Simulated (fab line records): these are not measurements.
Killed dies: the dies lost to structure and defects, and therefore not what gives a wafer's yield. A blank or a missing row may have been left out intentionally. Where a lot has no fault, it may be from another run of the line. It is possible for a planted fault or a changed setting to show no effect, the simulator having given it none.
fab line records | flow nandHarc
[record] lots = 4 wafers = 12 lastDay = 22
route steps=1159 shown P_STI@82 P_GATE@110 END@1158
lots that met no fault: from a run of the same line without faults
startH: start of the lot's first displayed wafer, in hours after the record's first day | waitH: hours elapsed since this lot's preceding step | " identical to the entry in the row above | L1.1+2: a row that stands for several wafers | - value missing, or start not given | * or withheld: withheld | < > ~ a bound
route shown NAME@n: NAME is a module with steps in the file, n the number in the route of the first one | usual: the fault-free wafers' mean and standard deviation | same: alike in all rows | chamber/n: place in a boat | sites: per-site readings | _std_site: standard deviation across them | _edge_site: the outer-site mean with the inner-site mean subtracted | radiusMm: how far each site lies from the wafer's centre | mask NAME#n: copy n | behind: tool/chamber where the wafer was last shaped | hold: reason for holding the lot/hours on hold/outcome of the hold | device: which transistor (n, p or np) failed to switch | end of line: tests run on the same wafers once the route is complete | where a step has no rows: the recipe by itself | killed: not the wafer's yield, but the dies lost to structure and defects at the first sort | map: dies across one wafer; x = killed, . = not, _ = none there
set.NAME: the run value of the setting; set.NAME@STEP: its run value at that earlier step | model.NAME: the simulator's own value behind a step, which no gauge read
lots seen at some steps along the route; tables by step, rows by wafer
services: a tool's chamber out of use, with start hour (startH, from the record's first day; less than 0 if before it), hours out, and reason
[[steps]]
[step NHARC_P_STI_DEVELOP_08]
[recipe] timeS = 50 devTempC = 22
[step NHARC_P_STI_HARDBAKE_13]
[recipe] tempC = 118 timeS = 65
[step NHARC_P_STI_DESCUM_14]
[recipe] timeS = 3 o2FlowSccm = 200 arFlowSccm = 0 biasPowerW = 0 chemistry = O2
[step NHARC_P_STI_ETCH_42]
[recipe] targetDepthA = 800 overetchA = 240 timeS = 61 ionEnergyEv = 200 n2FlowSccm = 150 h2FlowSccm = 150 arFlowSccm = 0 rfW = 400 biasW = 150 chemistry = N2/H2
[step NHARC_P_STI_ETCH_31]
[recipe] targetDepthA = 1089 timeS = 54.5 cf4FlowSccm = 100 chf3FlowSccm = 30 arFlowSccm = 0 rfW = 500 biasW = 200 chemistry = CF4/CHF3
[step NHARC_P_STI_ETCH_15]
[recipe] targetDepthA = 3000 taperDeg = 4 timeS = 100.1 hbrFlowSccm = 150 cl2FlowSccm = 50 rfW = 400 icpW = 400 biasW = 100 chemistry = HBr/Cl2
[step NHARC_P_STI_STRIP_19]
[recipe] timeS = 900 tempC = 130 chemistry = SPM
[step NHARC_P_STI_PRECLEAN_32]
[recipe] timeS = * tempC = 50 bathAgeMin = 0 chemistry = SC1
[usual] tempC = 50.02/0.11
[same] timeS = *
// columns lot.wafer tool chamber startH waitH tempC
L451.1 wetBench-01 4 34.22 - 50.04
L451.5 " 5 " " 50.05
L451.3 " 0 " " 50.10
L460.6 wetBench-01 1 89.95 - 49.97
L460.5 " 2 " " 50.00
L460.1 " 3 " " 49.97
L461.5 wetBench-01 5 101.73 - 49.97
L461.6 " 7 " " 50.08
L461.1 " 0 " " 50.18
L465.4 wetBench-02 3 120.98 - 50.05
L465.2 " 4 " " 50.05
L465.5 " 6 " " 49.75
[step NHARC_P_STI_SRD_23]
[step NHARC_P_STI_OXIDE_33]
[recipe] targetThkA = 100 tempC = 1000 oxTimeS = 281 material = SiO2
[step NHARC_P_STI_HDPCVD_20]
[recipe] targetThkA = withheld sigmaOpenFrac = withheld material = SiO2
[step NHARC_P_STI_ANNEAL_34]
[recipe] tempC = 1000 timeS = 1800
[step NHARC_P_STI_CMP_21]
[recipe] tOverpolishS = 20 targetThkNm = 380.67
[step NHARC_P_STI_SRD_35]
[step NHARC_P_STI_ETCH_36]
[recipe] targetDepthA = 388 chemistry = dHF material = SiO2
[step NHARC_P_STI_STRIP_24]
[recipe] tempC = 160 chemistry = H3PO4 material = Si3N4
[step NHARC_P_STI_ETCH_37]
[recipe] targetDepthA = 110 chemistry = dHF material = SiO2
[step NHARC_P_STI_PRECLEAN_38]
[recipe] timeS = * tempC = 50 bathAgeMin = 0 chemistry = SC1
[step NHARC_P_STI_SRD_39]
[step NHARC_P_STI_OXIDE_40]
[recipe] targetThkA = 100 tempC = 900 oxTimeS = 1362 material = SiO2
[step NHARC_P_GATE_ETCH_69]
[recipe] targetDepthA = 140 chemistry = dHF material = SiO2
[step NHARC_P_GATE_PRECLEAN_70]
[recipe] timeS = * tempC = 50 bathAgeMin = 0 chemistry = SC1
[step NHARC_P_GATE_SRD_01]
[step NHARC_P_GATE_OXIDE_02]
[recipe] targetThkA = 375 tempC = 950 pH2oTorr = 720 oxTimeS = 365 material = SiO2
[step NHARC_P_GATE_DEHYDRATE_03]
[recipe] tempC = 150 timeS = 120
[step NHARC_P_GATE_HMDS_04]
[recipe] timeS = 30
[step NHARC_P_GATE_COAT_05]
[recipe] spinRpm = 4690
[step NHARC_P_GATE_SOFTBAKE_06]
[recipe] tempC = 122 timeS = 95
[step NHARC_P_GATE_EBR_07]
[step NHARC_P_GATE_EXPOSE_08]
[recipe] na = 0.6 doseMj = 16.75 maskId = P_HV
[step NHARC_P_GATE_PEB_09]
[recipe] pebTempC = 118 pebTimeS = 85
[step NHARC_P_GATE_DEVELOP_10]
[recipe] timeS = 70
[step NHARC_P_GATE_HARDBAKE_12]
[recipe] tempC = 125 timeS = 80
[step NHARC_END_WLT_00]
[usual] VT_DECK1_BOTTOM = 0.870/0.007 VT_DECK1_BOTTOM_INNER = 0.870/0.0077 VT_DECK1_MEDIAN_NEAR_BOTTOM = 0.871/0.0076 VT_DECK1_MEDIAN_NEAR_BOTTOM_INNER = 0.871/0.0064 VT_DECK1_MIDDLE = 0.882/0.0076 VT_DECK1_MIDDLE_INNER = 0.883/0.0072 VT_DECK1_TOP = 0.894/0.008 VT_DECK1_TOP_INNER = 0.894/0.0077
// columns lot.wafer tool chamber startH waitH hold VT_DECK1_BOTTOM VT_DECK1_BOTTOM_INNER VT_DECK1_MEDIAN_NEAR_BOTTOM VT_DECK1_MEDIAN_NEAR_BOTTOM_INNER VT_DECK1_MIDDLE VT_DECK1_MIDDLE_INNER VT_DECK1_TOP VT_DECK1_TOP_INNER
L451.1 prober-01 - 435.19 0.0 - 0.871 0.885 0.874 0.869 0.895 0.891 0.905 0.912
L451.3 " - 436.19 1.1 - 0.877 0.877 0.876 0.876 0.896 0.893 0.904 0.900
L451.5 " - 437.20 2.1 - 0.880 0.869 0.874 0.879 0.888 0.893 0.907 0.907
L460.1 prober-02 - 489.90 0.1 awaitDispo/0.2h/release 0.974 0.974 0.989 0.987 0.994 0.996 1.019 1.002
L460.5 " - 491.90 2.1 awaitDispo/0.2h/release 0.988 0.969 0.977 0.982 1.002 0.991 1.016 1.006
L460.6 " - " " awaitDispo/0.2h/release 0.983 0.978 0.975 0.977 0.993 1.002 1.004 1.014
L460.1 prober-02 - 497.73 7.3 - 0.987 0.983 0.987 0.982 0.995 0.999 1.012 1.009
L460.5 " - 499.73 7.3 - 0.985 0.978 0.983 0.979 1.000 0.998 1.011 1.016
L460.6 " - " " - 0.983 0.976 0.981 0.970 0.996 0.993 1.015 1.004
L461.1 prober-01 - 516.45 0.0 awaitDispo/0.2h/release 0.978 0.986 0.987 0.989 0.993 1.000 1.006 1.020
L461.5 " - 518.44 2.0 awaitDispo/0.2h/release 0.978 0.986 0.982 0.986 1.003 1.004 1.017 1.004
L461.6 " - " " awaitDispo/0.2h/release 0.986 0.979 0.981 0.979 1.000 0.998 1.006 1.014
L461.1 prober-01 - 524.13 7.2 - 0.983 0.980 0.983 0.975 0.998 1.010 1.015 1.013
L461.5 " - 526.13 7.2 - 0.971 0.977 0.982 0.987 0.995 0.996 1.016 1.010
L461.6 " - " " - 0.981 0.984 0.990 0.986 0.987 0.992 1.009 1.016
L465.2 prober-01 - 524.63 2.8 - 0.879 0.876 0.869 0.872 0.878 0.891 0.892 0.894
L465.4 " - " " - 0.867 0.868 0.874 0.880 0.885 0.883 0.898 0.896
L465.5 " - " " - 0.869 0.875 0.879 0.873 0.883 0.884 0.890 0.896
[step NHARC_END_SORT_01]
[recipe] tempC = 25
[usual] killedAtArray = 29/11 killedAtOther = 0.6/0.92 killedAtPeriphery = 3.2/2 killedDies = 33/11 killedOpen = 3.2/2 killedShort = 1.9/1.5
[same] grossDies = 677
// columns lot.wafer tool chamber startH waitH hold killedAtArray killedAtOther killedAtPeriphery killedDies killedOpen killedShort
L451.1 prober-01 0 438.21 2.5 - 22 0 4 26 4 0
L451.3 prober-01 0 439.81 3.1 - 20 0 5 25 2 1
L451.5 prober-01 0 441.41 3.7 - 20 1 4 25 4 2
L460.1 prober-02 0 505.89 7.7 awaitDispo/5.2h/release 11 0 0 11 2 3
L460.5 prober-02 0 509.11 8.9 awaitDispo/5.2h/release 20 0 2 22 3 2
L460.6 prober-02 0 509.91 9.2 awaitDispo/5.2h/release 14 0 4 18 3 0
L465.2 prober-01 0 527.90 2.8 - 19 0 1 20 1 2
L465.4 prober-01 0 529.50 3.4 - 8 0 3 11 2 1
L465.5 prober-01 0 530.30 3.7 - 14 0 4 18 3 2
L461.1 prober-01 0 532.13 7.5 awaitDispo/5.0h/release 31 0 2 33 0 1
L461.5 prober-01 0 535.26 8.6 awaitDispo/5.0h/release 35 0 5 40 7 1
L461.6 prober-01 0 536.05 8.9 awaitDispo/5.0h/release 22 0 4 26 5 1
// killed by level:class
L451.1 A_SLIT:chamberFilmFlake=8 A_CONTACT:chamberFilmFlake=4 A_CHANNEL_HOLE_D1:chamberFilmFlake=3 P_CONTACT:geometricParticle:open=2 A_CONTACT:geometricParticle:open=2 A_SGD_CUT:chamberFilmFlake=2 P_ZERO_WELL:chamberFilmFlake=1 P_STI:chamberFilmFlake=1
L451.3 A_SLIT:chamberFilmFlake=8 A_CONTACT:chamberFilmFlake=5 P_STI:chamberFilmFlake=3 A_WL_FILL:geometricParticle:open=1 A_CONTACT:geometricParticle:open=1 A_BLC:geometricParticle:short=1 P_ZERO_WELL:chamberFilmFlake=1 P_GATE:chamberFilmFlake=1
L451.5 A_SLIT:chamberFilmFlake=7 A_CONTACT:chamberFilmFlake=5 A_CHANNEL_HOLE_D1:chamberFilmFlake=2 A_WL_FILL:chamberFilmFlake=2 P_CONTACT:geometricParticle:open=1 P_M0:geometricParticle:open=1 A_CHANNEL_FILL_D1:geometricParticle:short=1 A_CONTACT:geometricParticle:short=1
L460.1 A_ZERO_WELL:chamberFilmFlake=3 A_ONON_D1:geometricParticle:short=2 A_CHANNEL_HOLE_D1:chamberFilmFlake=2 A_WL_FILL:geometricParticle:open=1 A_BLC:geometricParticle:short=1 A_BLC:geometricParticle:open=1 A_CONTACT:chamberFilmFlake=1
L460.5 A_CHANNEL_HOLE_D1:chamberFilmFlake=8 A_CONTACT:chamberFilmFlake=5 P_ZERO_WELL:chamberFilmFlake=2 A_ZERO_WELL:chamberFilmFlake=2 A_ONON_D1:geometricParticle:open=1 A_CHANNEL_HOLE_D1:geometricParticle:short=1 A_CHANNEL_FILL_D1:geometricParticle:short=1 A_CONTACT:geometricParticle:open=1
L460.6 A_ZERO_WELL:chamberFilmFlake=5 A_CHANNEL_HOLE_D1:chamberFilmFlake=4 P_BONDPAD:chamberFilmFlake=2 A_STAIRCASE:chamberFilmFlake=2 A_CHANNEL_HOLE_D1:geometricParticle:open=1 A_CONTACT:geometricParticle:open=1 A_M0:geometricParticle:open=1 P_ZERO_WELL:chamberFilmFlake=1
L465.2 A_CHANNEL_HOLE_D1:chamberFilmFlake=9 A_CONTACT:chamberFilmFlake=3 A_STAIRCASE:chamberFilmFlake=2 A_WL_FILL:chamberFilmFlake=2 A_ONON_D1:geometricParticle:short=1 A_WL_FILL:geometricParticle:short=1 A_CONTACT:geometricParticle:open=1 P_GATE:chamberFilmFlake=1
L465.4 A_CHANNEL_HOLE_D1:chamberFilmFlake=4 A_CONTACT:chamberFilmFlake=2 P_STI:geometricParticle:open=1 P_M1:geometricParticle:short=1 A_CHANNEL_FILL_D1:geometricParticle:open=1 P_GATE:chamberFilmFlake=1 A_STAIRCASE:chamberFilmFlake=1
L465.5 A_CHANNEL_HOLE_D1:chamberFilmFlake=4 A_STAIRCASE:chamberFilmFlake=3 A_WL_FILL:geometricParticle:open=2 P_GATE:chamberFilmFlake=2 P_STI:geometricParticle:short=1 A_CHANNEL_FILL_D1:geometricParticle:open=1 A_WL_FILL:geometricParticle:short=1 P_ZERO_WELL:chamberFilmFlake=1
L461.1 A_SLIT:chamberFilmFlake=18 A_CHANNEL_HOLE_D1:chamberFilmFlake=6 A_ZERO_WELL:chamberFilmFlake=2 A_WL_FILL:chamberFilmFlake=2 A_CONTACT:chamberFilmFlake=2 A_CHANNEL_FILL_D1:geometricParticle:short=1 P_ZERO_WELL:chamberFilmFlake=1 P_M0:chamberFilmFlake=1
L461.5 A_SLIT:chamberFilmFlake=14 A_CHANNEL_HOLE_D1:chamberFilmFlake=6 A_CONTACT:chamberFilmFlake=4 P_ZERO_WELL:chamberFilmFlake=3 P_M0:geometricParticle:open=2 A_ZERO_WELL:chamberFilmFlake=2 A_STAIRCASE:chamberFilmFlake=2 A_ONON_D1:geometricParticle:open=1
L461.6 A_SLIT:chamberFilmFlake=7 A_STAIRCASE:chamberFilmFlake=4 A_CONTACT:geometricParticle:open=3 A_CONTACT:chamberFilmFlake=3 P_ZERO_WELL:chamberFilmFlake=2 A_CHANNEL_HOLE_D1:chamberFilmFlake=2 P_CONTACT:geometricParticle:open=1 A_CHANNEL_HOLE_D1:geometricParticle:open=1
// map L460.5 (x killed, . not)
____________.____________
_________......._________
_______..........._______
______.............______
_____..............._____
____.................____
____...........x.....____
___........x.x........___
___.......x...........___
__...........x.........__
__........x.xx.........__
_..........x..x........._
_.......x...x..........._
_.............x........._
_.......x........x......_
_......................._
................x........
......x.x..x.............
.........................
.........................
.........................
_......................._
_......................._
_.........x............._
_......................._
_......................._
__.....................__
__....x................__
___...x...............___
___...................___
____.................____
____.................____
_____..............._____
______.............______
_______..........._______
_________......._________
____________.____________
// map L461.5 (x killed, . not)
____________.____________
_________......._________
_______...x..x...._______
______.............______
_____..............._____
____....x.x..........____
____........x..x.x...____
___.....xxxxx.........___
___......x.x.x........___
__.........xx..........__
__........x.xx.....x...__
_......x.x........x....._
_........xx............._
_............x.........._
_.........x..x.........._
_......................._
........x..x....xx.......
......x...........x......
....x....................
..............x..........
.........................
_.....................x._
_.....................x._
_......................._
_...........x..........._
_......................._
__.....................__
__.....................__
___...................___
___...................___
____.................____
____.................____
_____..............._____
______.............______
_______..........._______
_________......._________
____________.____________
[[services]]
// columns tool chamber startH hours kind
wetBench-02 0 12.00 - consumableReplace:bath
wetBench-02 0 12.00 - consumableReplace:filter
wetBench-02 1 12.00 - consumableReplace:bath
wetBench-02 1 12.00 - consumableReplace:filter
wetBench-02 2 12.00 - consumableReplace:bath
wetBench-02 2 12.00 - consumableReplace:filter
wetBench-02 3 12.00 - consumableReplace:bath
wetBench-01 - 37.60 8.0 pm
wetBench-01 0 45.60 - consumableReplace:bath
wetBench-01 0 45.60 - consumableReplace:filter
wetBench-01 1 45.60 - consumableReplace:bath
wetBench-01 1 45.60 - consumableReplace:filter
wetBench-01 2 45.60 - consumableReplace:bath
wetBench-01 2 45.60 - consumableReplace:filter
wetBench-01 3 45.60 - consumableReplace:bath
wetBench-01 3 45.60 - consumableReplace:filter
wetBench-01 4 45.60 - consumableReplace:bath
wetBench-01 4 45.60 - consumableReplace:filter
wetBench-01 5 45.60 - consumableReplace:bath
wetBench-01 5 45.60 - consumableReplace:filter
wetBench-01 6 45.60 - consumableReplace:bath
wetBench-01 6 45.60 - consumableReplace:filter
wetBench-01 7 45.60 - consumableReplace:bath
wetBench-01 7 45.60 - consumableReplace:filter
[[key]]
[firstSign] step = NHARC_END_WLT_00 reading = VT_DECK1_MEDIAN_NEAR_BOTTOM_INNER direction = up sigmas = 17 usual = 0.871 struck = 0.983
[effect] step = NHARC_END_WLT_00 reading = VT_DECK1_MIDDLE_INNER direction = up sigmas = 16 usual = 0.883 struck = 0.998
[effect] step = NHARC_END_SORT_01 reading = hold direction = added
metAt NHARC_P_STI_PRECLEAN_32
struckWafers L460.1,L460.5,L460.6,L461.1,L461.5,L461.6
testerLeftOut L460,L461
onsetBetween 34.22 89.95
[fault] kind = metallicContaminationSource tool = wetBench-01 chamber = - onsetH = 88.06 steps = NHARC_P_STI_PRECLEAN_32 rateCm2PerVisit = 2.1371e+12 species = metalFeCm2
// testerLeftOut: of these lots the tester's yield and bins aren't shown, on N5 and GAA mostly nor the transistor test; their killed dies are dies lost to structure and defects alone, not to doping, threshold or leakage, so they don't give the yield
